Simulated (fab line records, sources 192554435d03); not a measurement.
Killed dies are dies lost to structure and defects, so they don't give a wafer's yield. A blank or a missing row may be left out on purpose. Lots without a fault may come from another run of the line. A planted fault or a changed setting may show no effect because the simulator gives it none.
Which tool did it? | flow n5_finfet | 10 lots, 30 wafers sampled, at 5 steps of a route of 1938

WHAT THE GAUGES READ, wafer by wafer
The record holds no reading of a measuring or inspecting step that can be judged against a usual standard deviation.

WHICH TOOL RAN EACH LOT (tool, then ch and the chambers of the sampled wafers, then the start)
lot  | N5_BEOL_M11_ETCH_65                | N5_BEOL_M11_ETCH_66                | N5_BEOL_M11_STRIP_36               | N5_BEOL_M11_ETCH_41                           | N5_PASSIVATION_PROBE_49
L960 | rie_diel-04 ch 0,2,3, day 11 03:20 | rie_diel-04 ch 0,2,3, day 11 03:23 | rie_diel-04 ch 0,2,3, day 11 03:35 | rie_diel-04 ch 0,2,3, no start                | -
L964 | rie_diel-02 ch 0,3, day 11 16:09   | rie_diel-02 ch 0,3, day 11 16:12   | rie_diel-02 ch 0,3, day 11 16:23   | rie_diel-02 ch 0,3, no start                  | -
L963 | rie_diel-02 ch 0,3, day 11 18:14   | rie_diel-02 ch 0,3, day 11 18:17   | rie_diel-02 ch 0,3, day 11 18:28   | rie_diel-02 ch 0,3, no start                  | -
L967 | rie_diel-04 ch 0,2, day 12 00:55   | rie_diel-04 ch 0,2, day 12 00:58   | rie_diel-04 ch 0,2, day 12 01:10   | rie_diel-04 ch 0,2, no start                  | -
L966 | rie_diel-05 ch 1,2,3, day 12 09:08 | rie_diel-05 ch 1,2,3, day 12 09:11 | rie_diel-05 ch 1,2,3, day 12 09:22 | rie_diel-05 ch 1,2,3, no start                | -
L970 | rie_diel-02 ch 1,3, day 13 08:13   | rie_diel-02 ch 1,3, day 13 08:16   | rie_diel-02 ch 1,3, day 13 08:27   | rie_diel-02 ch 1,3, day 15 01:19 or earlier   | prober-01, day 15 01:19
L977 | rie_diel-04 ch 1,2,3, day 15 02:21 | rie_diel-04 ch 1,2,3, day 15 02:24 | rie_diel-04 ch 1,2,3, day 15 02:35 | rie_diel-04 ch 1,2,3, day 16 22:07 or earlier | prober-02, day 16 22:07
L980 | rie_diel-04 ch 1,2, day 15 03:44   | rie_diel-04 ch 1,2, day 15 03:47   | rie_diel-04 ch 1,2, day 15 03:58   | rie_diel-04 ch 1,2, no start                  | -
L979 | rie_diel-05 ch 0,1,2, day 15 10:43 | rie_diel-05 ch 0,1,2, day 15 10:46 | rie_diel-05 ch 0,1,2, day 15 10:57 | rie_diel-05 ch 0,1,2, no start                | -
L981 | rie_diel-05 ch 1,2, day 16 15:22   | rie_diel-05 ch 1,2, day 16 15:25   | rie_diel-05 ch 1,2, day 16 15:36   | rie_diel-05 ch 1,2, no start                  | -
- N5_BEOL_M11_ETCH_65: etches SiARC in CF4, target depth 39 nm, time 65 s.
- N5_BEOL_M11_ETCH_66: etches SOC in N2/H2, target depth 120 nm, overetch 24 nm, time 180 s.
- N5_BEOL_M11_STRIP_36: strips in N2/H2.
- N5_BEOL_M11_ETCH_41: etches SiCN in CH3F/O2, target depth 42.6 nm, time 86 s.
- N5_PASSIVATION_PROBE_49

WHAT THE TOOLS THEMSELVES READ (means of the sampled wafers that have a number; where no wafer has one, the mark that the record gives instead)
N5_BEOL_M11_ETCH_65. Usual: drypump_motor_current_A 5.6 A, standard deviation 0.47; etch_rf_on_time_s 65.8 s, standard deviation 1.8; oes_product_au 0.69 a.u., standard deviation 0.08; rf_vpp_V 184.3 V, standard deviation 1.1; showerhead_plenum_p_Torr 2.16 Torr, standard deviation 0.071; throttle_valve_pct 15.54 %, standard deviation 0.29.
lot  | tool        | drypump_motor_current_A (A) | etch_rf_on_time_s (s) | oes_product_au (a.u.) | rf_vpp_V (V) | showerhead_plenum_p_Torr (Torr) | throttle_valve_pct (%) | flag
L960 | rie_diel-04 | 5.1                         | 65.4                  | 0.73                  | 185.0        | 2.19                            | 15.24                  |
L964 | rie_diel-02 | 5.8                         | 67.9                  | 0.64                  | 184.0        | 2.17                            | 15.68                  |
L963 | rie_diel-02 | 5.8                         | 68.2                  | 0.64                  | 184.4        | 2.17                            | 15.69                  |
L967 | rie_diel-04 | 5.0                         | 64.1                  | 0.70                  | 184.0        | 2.19                            | 15.41                  |
L966 | rie_diel-05 | 5.5                         | 65.6                  | 0.71                  | 183.3        | 2.09                            | 15.49                  |
L970 | rie_diel-02 | 5.5                         | 65.9                  | 0.67                  | 184.7        | 2.24                            | 15.59                  |
L977 | rie_diel-04 | 5.4                         | 53.3                  | 0.82                  | 184.3        | 2.20                            | 15.47                  | OFF
L980 | rie_diel-04 | 5.3                         | 57.9                  | 0.75                  | 184.2        | 2.19                            | 15.62                  | OFF
L979 | rie_diel-05 | 5.9                         | 65.8                  | 0.71                  | 183.6        | 2.12                            | 15.52                  |
L981 | rie_diel-05 | 5.6                         | 65.7                  | 0.76                  | 183.2        | 2.08                            | 15.30                  |

N5_BEOL_M11_ETCH_66. Usual: drypump_motor_current_A 5.6 A, standard deviation 0.47; oes_product_au 0.66 a.u., standard deviation 0.07; rf_vpp_V 524.8 V, standard deviation 2.2; showerhead_plenum_p_Torr 2.58 Torr, standard deviation 0.078; throttle_valve_pct 17.8 %, standard deviation 0.32.
lot  | tool        | drypump_motor_current_A (A) | oes_product_au (a.u.) | rf_vpp_V (V) | showerhead_plenum_p_Torr (Torr) | throttle_valve_pct (%) | flag
L960 | rie_diel-04 | 5.1                         | 0.69                  | 525.6        | 2.61                            | 17.4                   |
L964 | rie_diel-02 | 5.8                         | 0.62                  | 525.0        | 2.58                            | 17.9                   |
L963 | rie_diel-02 | 5.8                         | 0.61                  | 525.2        | 2.58                            | 17.9                   |
L967 | rie_diel-04 | 5.0                         | 0.67                  | 526.1        | 2.60                            | 17.6                   |
L966 | rie_diel-05 | 5.5                         | 0.67                  | 523.3        | 2.51                            | 17.9                   |
L970 | rie_diel-02 | 5.6                         | 0.64                  | 526.5        | 2.68                            | 18.0                   |
L977 | rie_diel-04 | 5.4                         | 0.68                  | 526.1        | 2.61                            | 17.7                   |
L980 | rie_diel-04 | 5.3                         | 0.66                  | 525.1        | 2.60                            | 17.8                   |
L979 | rie_diel-05 | 5.9                         | 0.67                  | 523.8        | 2.53                            | 17.9                   |
L981 | rie_diel-05 | 5.6                         | 0.73                  | 522.8        | 2.50                            | 17.7                   |

N5_BEOL_M11_STRIP_36. Usual: drypump_motor_current_A 5.6 A, standard deviation 0.47; oes_product_au 0.81 a.u., standard deviation 0.093; rf_vpp_V 59.2 V, standard deviation 1.9; showerhead_plenum_p_Torr 2.57 Torr, standard deviation 0.079; throttle_valve_pct 23.7 %, standard deviation 0.38.
lot  | tool        | drypump_motor_current_A (A) | oes_product_au (a.u.) | rf_vpp_V (V) | showerhead_plenum_p_Torr (Torr) | throttle_valve_pct (%) | flag
L960 | rie_diel-04 | 5.1                         | 0.84                  | 60.6         | 2.60                            | 23.2                   |
L964 | rie_diel-02 | 5.8                         | 0.76                  | 59.4         | 2.58                            | 23.9                   |
L963 | rie_diel-02 | 5.8                         | 0.75                  | 58.9         | 2.57                            | 23.9                   |
L967 | rie_diel-04 | 5.0                         | 0.82                  | 59.6         | 2.60                            | 23.3                   |
L966 | rie_diel-05 | 5.5                         | 0.83                  | 58.1         | 2.50                            | 23.7                   |
L970 | rie_diel-02 | 5.6                         | 0.78                  | 58.9         | 2.68                            | 23.9                   |
L977 | rie_diel-04 | 5.4                         | 0.83                  | 60.8         | 2.61                            | 23.6                   |
L980 | rie_diel-04 | 5.3                         | 0.82                  | 59.1         | 2.60                            | 23.6                   |
L979 | rie_diel-05 | 5.9                         | 0.83                  | 58.4         | 2.53                            | 23.8                   |
L981 | rie_diel-05 | 5.6                         | 0.91                  | 59.4         | 2.50                            | 23.7                   |

N5_BEOL_M11_ETCH_41. Usual: CH3F_flow_sccm 29.98 sccm, standard deviation 0.092; drypump_motor_current_A 5.6 A, standard deviation 0.47; oes_product_au 0.81 a.u., standard deviation 0.093; rf_vpp_V 297.9 V, standard deviation 1.5; showerhead_plenum_p_Torr 2.02 Torr, standard deviation 0.075; throttle_valve_pct 16.3 %, standard deviation 0.3.
lot  | tool        | CH3F_flow_sccm (sccm) | drypump_motor_current_A (A) | oes_product_au (a.u.) | rf_vpp_V (V) | showerhead_plenum_p_Torr (Torr) | throttle_valve_pct (%) | flag
L960 | rie_diel-04 | 29.96                 | 5.0                         | 0.85                  | 298.5        | 2.06                            | 16.0                   |
L964 | rie_diel-02 | 29.88                 | 5.8                         | 0.76                  | 297.3        | 2.02                            | 16.4                   |
L963 | rie_diel-02 | 29.98                 | 5.8                         | 0.76                  | 298.1        | 2.02                            | 16.4                   |
L967 | rie_diel-04 | 30.01                 | 5.0                         | 0.82                  | 298.7        | 2.05                            | 16.1                   |
L966 | rie_diel-05 | 30.01                 | 5.5                         | 0.83                  | 297.0        | 1.94                            | 16.1                   |
L970 | rie_diel-02 | 30.00                 | 5.5                         | 0.78                  | 298.4        | 2.09                            | 16.3                   |
L977 | rie_diel-04 | 29.93                 | 5.4                         | 0.85                  | 297.5        | 2.07                            | 16.2                   |
L980 | rie_diel-04 | 29.92                 | 5.3                         | 0.82                  | 298.1        | 2.06                            | 16.3                   |
L979 | rie_diel-05 | 30.04                 | 5.9                         | 0.83                  | 296.4        | 1.98                            | 16.2                   |
L981 | rie_diel-05 | 30.04                 | 5.7                         | 0.90                  | 297.5        | 1.93                            | 16.0                   |

N5_PASSIVATION_PROBE_49. Usual: defect_limited_yield 91.5 %, standard deviation 1.7; killed_at_M0_to_M3 33, standard deviation 11; killed_at_M4_up 13, standard deviation 5.2; killed_at_contacts 11, standard deviation 5.7; killed_at_front_end 39, standard deviation 11; killed_at_other 4, standard deviation 3; killed_dies 101, standard deviation 20; killed_open 66, standard deviation 15; killed_short 33, standard deviation 8.4; sort_bin_4_leakage 0.01 %, standard deviation 0.073; sort_bin_5_function 5.0 %, standard deviation 1.1; sort_bin_6_memory 3.2 %, standard deviation 0.69; sort_bin_8_speed 0.1 %, standard deviation 0.52; sort_n_pass 1078, standard deviation 20; sort_yield_pct 91.4 %, standard deviation 1.7.
lot  | tool      | defect_limited_yield (%) | killed_at_M0_to_M3 | killed_at_M4_up | killed_at_contacts | killed_at_front_end | killed_at_other | killed_dies | killed_open | killed_short | sort_bin_4_leakage (%) | sort_bin_5_function (%) | sort_bin_6_memory (%) | sort_bin_8_speed (%) | sort_n_pass | sort_yield_pct (%) | flag
L970 | prober-01 | 92.8                     | 34                 | 13              | 5                  | 28                  | 4               | 85          | 59          | 24           | 0.00                   | 4.5                     | 2.4                   | 0.0                  | 1095        | 92.8               |
L977 | prober-02 | 91.5                     | 27                 | 14              | 9                  | 43                  | 7               | 100         | 56          | 44           | 0.00                   | 4.8                     | 3.1                   | 0.0                  | 1080        | 91.5               |

THE ANSWER, worked out from the rows above alone
Rule: a lot is off if the mean of its wafers that have a number lies more than 3 standard deviations from the usual mean. A lot without any number at a reading at which 4 lots or more have one is off too. The other lots that the step has rows for count as sound. The gauges are gone through in route order, then the tools' own readings, and for those a lot's mean is taken as printed above. The first step at which some lot is off is used, and at that step the reading that is off furthest; a lot without a number counts as furthest.
Off: L977, L980, at N5_BEOL_M11_ETCH_65 (etch_rf_on_time_s).
A tool fits if, at that step or a process step before it, it ran every lot that is off, and no sound lot after the first of them. One fits: rie_diel-04 at N5_BEOL_M11_ETCH_65. Its last sound lot is L967 (day 12 00:55), its first lot that is off L977 (day 15 02:21): a fault that began between those two fits.
The tool's own readings at N5_BEOL_M11_ETCH_65 bear it out: on the lots that are off they differ by more than 5 times the standard deviation of the sound lots' means. etch_rf_on_time_s reads 55.6 s there against 66.1 s on the sound lots.

WHAT THE SIMULATOR HAD PUT IN
Process parameter drift: rie_diel-04, from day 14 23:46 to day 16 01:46, at N5_BEOL_M11_ETCH_65. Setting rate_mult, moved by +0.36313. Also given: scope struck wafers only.
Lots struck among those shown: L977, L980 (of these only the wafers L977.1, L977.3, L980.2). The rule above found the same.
